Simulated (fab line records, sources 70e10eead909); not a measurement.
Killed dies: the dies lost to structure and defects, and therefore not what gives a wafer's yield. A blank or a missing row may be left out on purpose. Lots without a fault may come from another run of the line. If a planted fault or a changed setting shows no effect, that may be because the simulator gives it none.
Which tool is to blame? | flow nand-harc | 13 lots, 39 wafers sampled, at 5 steps of a route of 1302

== WHAT THE GAUGES SHOWED, per wafer ==
NHARC_END_SORT_01.
lot  | measured     | on        | defect-limited-yield (%) | killed-at-array | killed-at-other | killed-at-periphery | killed-dies | killed-open | killed-short
L962 | day 25 02:03 | prober-02 | 95 95 96                 | 31 26 22        | 0 0 0           | 2 6 2               | 33 32 24    | 3 5 3       | 1 2 1
L963 | day 25 12:42 | prober-02 | 95 96 96                 | 22 23 19        | 0 0 0           | 11 4 5              | 33 27 24    | 5 7 4       | 1 5 1
L965 | day 26 06:44 | prober-02 | 79 83 82                 | 61 48 48        | 4 1 2           | 77 66 71            | 142 115 121 | 4 6 4       | 5 0 1
L966 | day 26 23:45 | prober-01 | 81 79 81                 | 61 70 67        | 0 0 1           | 65 74 64            | 126 144 132 | 2 1 1       | 2 1 1
L968 | day 27 09:07 | prober-01 | 90                       | 63              | 0               | 3                   | 66          | 1           | 2
L975 | day 30 19:30 | prober-02 | 92 91 91                 | 48 52 55        | 1 3 4           | 4 7 4               | 53 62 63    | 3 3 2       | 6 2 2
L983 | day 33 21:07 | prober-01 | 96 97 97                 | 24 19 19        | 2 0 2           | 4 4 0               | 30 23 21    | 2 7 3       | 1 1 4

== EACH LOT AND THE TOOL THAT RAN IT (in order: tool; ch and the chambers of the sampled wafers; start) ==
lot  | NHARC_P_BONDPAD_DEP_00          | NHARC_THIN_TSV_ETCHBACK_48         | NHARC_THIN_TSV_PVD_51                   | NHARC_THIN_TSV_PRE_CLEAN_54
L960 | pecvd-04 ch 0,1,2, day 6 12:13  | rie-diel-06 ch 1,2, day 24 00:09   | pvd-sputter-01, day 24 02:46 or earlier | pvd-sputter-02, day 24 02:46
L962 | pecvd-01 ch 0,1, day 7 07:20    | rie-diel-06 ch 0,2,3, day 24 12:35 | pvd-sputter-03, day 24 15:09 or earlier | pvd-sputter-03, day 24 15:09
L963 | pecvd-01 ch 1,2, day 7 20:35    | rie-diel-05 ch 1,2,3, day 24 23:52 | pvd-sputter-01, day 25 02:33 or earlier | pvd-sputter-01, day 25 02:33
L965 | pecvd-01 ch 0,1, day 8 13:25    | rie-diel-06 ch 2,3, day 25 17:17   | pvd-sputter-02, day 25 19:52 or earlier | pvd-sputter-02, day 25 19:52
L966 | pecvd-01 ch 0,1, day 9 02:05    | rie-diel-05 ch 1,2, day 26 10:16   | pvd-sputter-01, day 26 12:55 or earlier | pvd-sputter-03, day 26 12:55
L968 | pecvd-04 ch 0,1,2, day 10 00:32 | rie-diel-05 ch 0,3, day 26 18:49   | pvd-sputter-02, day 26 21:25 or earlier | pvd-sputter-01, day 26 21:25
L975 | pecvd-02 ch 1,2, day 12 17:18   | rie-diel-06 ch 0,2,3, day 30 05:35 | pvd-sputter-01, day 30 08:10 or earlier | pvd-sputter-01, day 30 08:10
L977 | pecvd-01 ch 0,2, day 13 15:27   | rie-diel-05 ch 0,1,3, day 30 14:32 | pvd-sputter-01, day 30 17:07 or earlier | pvd-sputter-02, day 30 17:07
L978 | pecvd-04 ch 0,1,2, day 14 11:26 | rie-diel-05 ch 1,2, day 32 07:25   | pvd-sputter-01, day 32 10:01 or earlier | pvd-sputter-02, day 32 10:01
L979 | pecvd-01 ch 0,2, day 14 16:17   | rie-diel-06 ch 0,1,3, day 32 06:16 | pvd-sputter-03, day 32 08:49 or earlier | pvd-sputter-03, day 32 08:49
L981 | pecvd-04 ch 0,1, day 15 02:01   | rie-diel-07 ch 0,2,3, day 32 14:19 | pvd-sputter-03, day 32 17:00 or earlier | pvd-sputter-03, day 32 17:00
L982 | pecvd-01 ch 0,1,2, day 15 16:15 | rie-diel-06 ch 0,2, day 32 20:02   | pvd-sputter-03, day 32 22:35 or earlier | pvd-sputter-02, day 32 22:35
L983 | pecvd-02 ch 0,1,2, day 16 04:10 | rie-diel-06 ch 1,3, day 33 07:19   | pvd-sputter-01, day 33 09:59 or earlier | pvd-sputter-01, day 33 09:59
- NHARC_P_BONDPAD_DEP_00: deposits SiCN, target thk 250 nm.
- NHARC_THIN_TSV_ETCHBACK_48: etches the open film in C4F8/Ar, target depth 1028.5 nm, time 405.17 s.
- NHARC_THIN_TSV_PVD_51: deposits Cu, target thk 100 nm.
- NHARC_THIN_TSV_PRE_CLEAN_54: time 30 s.

== WHAT THE TOOLS THEMSELVES READ (means of the sampled wafers that have a number; where no wafer has one, the mark that the record gives instead) ==
NHARC_P_BONDPAD_DEP_00.
lot  | tool     | heater-power-w (W) | showerhead-vpp-V (V)
L960 | pecvd-04 | 502                | 1336
L962 | pecvd-01 | 491                | 1330
L963 | pecvd-01 | 547                | 1316
L965 | pecvd-01 | 528                | 1338
L966 | pecvd-01 | 544                | 1335
L968 | pecvd-04 | 517                | 1341
L975 | pecvd-02 | 594                | 1316
L977 | pecvd-01 | 528                | 1306
L978 | pecvd-04 | 456                | 1332
L979 | pecvd-01 | 515                | 1328
L981 | pecvd-04 | 457                | 1349
L982 | pecvd-01 | 583                | 1300
L983 | pecvd-02 | 593                | 1294

NHARC_THIN_TSV_ETCHBACK_48.
lot  | tool        | oes-product-au (a.u.) | rf-vpp-V (V)
L960 | rie-diel-06 | 0.99                  | 549
L962 | rie-diel-06 | 0.92                  | 548
L963 | rie-diel-05 | 0.93                  | 546
L965 | rie-diel-06 | 0.90                  | 546
L966 | rie-diel-05 | 1.01                  | 544
L968 | rie-diel-05 | 0.94                  | 545
L975 | rie-diel-06 | 0.98                  | 547
L977 | rie-diel-05 | 0.92                  | 545
L978 | rie-diel-05 | 0.93                  | 543
L979 | rie-diel-06 | 0.95                  | 550
L981 | rie-diel-07 | 0.92                  | 549
L982 | rie-diel-06 | 0.91                  | 546
L983 | rie-diel-06 | 0.91                  | 550

NHARC_THIN_TSV_PVD_51.
lot  | tool           | throttle-valve-pct (%)
L960 | pvd-sputter-01 | 30.9
L962 | pvd-sputter-03 | 30.6
L963 | pvd-sputter-01 | 29.2
L965 | pvd-sputter-02 | 29.8
L966 | pvd-sputter-01 | 30.1
L968 | pvd-sputter-02 | 29.9
L975 | pvd-sputter-01 | 30.1
L977 | pvd-sputter-01 | 30.4
L978 | pvd-sputter-01 | 29.1
L979 | pvd-sputter-03 | 30.3
L981 | pvd-sputter-03 | 29.9
L982 | pvd-sputter-03 | 29.9
L983 | pvd-sputter-01 | 31.1

NHARC_THIN_TSV_PRE_CLEAN_54.
lot  | tool           | heater-power-w (W)
L960 | pvd-sputter-02 | 424
L962 | pvd-sputter-03 | 439
L963 | pvd-sputter-01 | 355
L965 | pvd-sputter-02 | 463
L966 | pvd-sputter-03 | 412
L968 | pvd-sputter-01 | 388
L975 | pvd-sputter-01 | 435
L977 | pvd-sputter-02 | 422
L978 | pvd-sputter-02 | 411
L979 | pvd-sputter-03 | 414
L981 | pvd-sputter-03 | 402
L982 | pvd-sputter-02 | 416
L983 | pvd-sputter-01 | 423

== THE ANSWER, worked out from the rows above alone ==
Rule: the lots themselves supply what counts as usual. The widest of any qualifying gaps counts: lots, ordered by their means at a reading, are off when they make up no more than a third of the lots, leave a main group of 4 or more, and stand apart from it by 3 or more times the standard deviation of that group's means. A main group whose means are all the same, to the digits that the tables above print for the reading, isn't used. A lot without any number at a reading at which 4 lots or more have one is off too. The other lots that the step has rows for count as sound. Order of review: gauges by route order, followed by the tools' own readings, for which a lot's mean as printed above is used. The first step at which some lot is off is used, and at that step the reading that is off furthest; a lot without a number counts as furthest.
Off: L965, L966 (NHARC_END_SORT_01, killed-at-periphery). The main group: mean 4.1, standard deviation 1.5. Neither off nor sound, because the step has no rows for them: L960, L977, L978, L979, L981, L982.
A tool fits if, at a process step before that reading, it ran every lot that is off, and no sound lot after the first of them. The gauges at NHARC_END_SORT_01 are tried like those tools. NHARC_THIN_TSV_PVD_51 gives no start for some lots, so the hours and the order of its lots are those of NHARC_THIN_TSV_PRE_CLEAN_54. One fits: NHARC_P_BONDPAD_DEP_00 on pecvd-01. A fault onset in the window from L963 (day 7 20:35, its last sound lot) to L965 (day 8 13:25, its first lot off) fits.

== WHAT THE SIMULATOR HAD INSERTED ==
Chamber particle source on pecvd-01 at NHARC_P_BONDPAD_DEP_00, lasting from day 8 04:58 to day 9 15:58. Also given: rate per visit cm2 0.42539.
Shown lots that were struck: L965, L966. The rule given above showed the same thing.
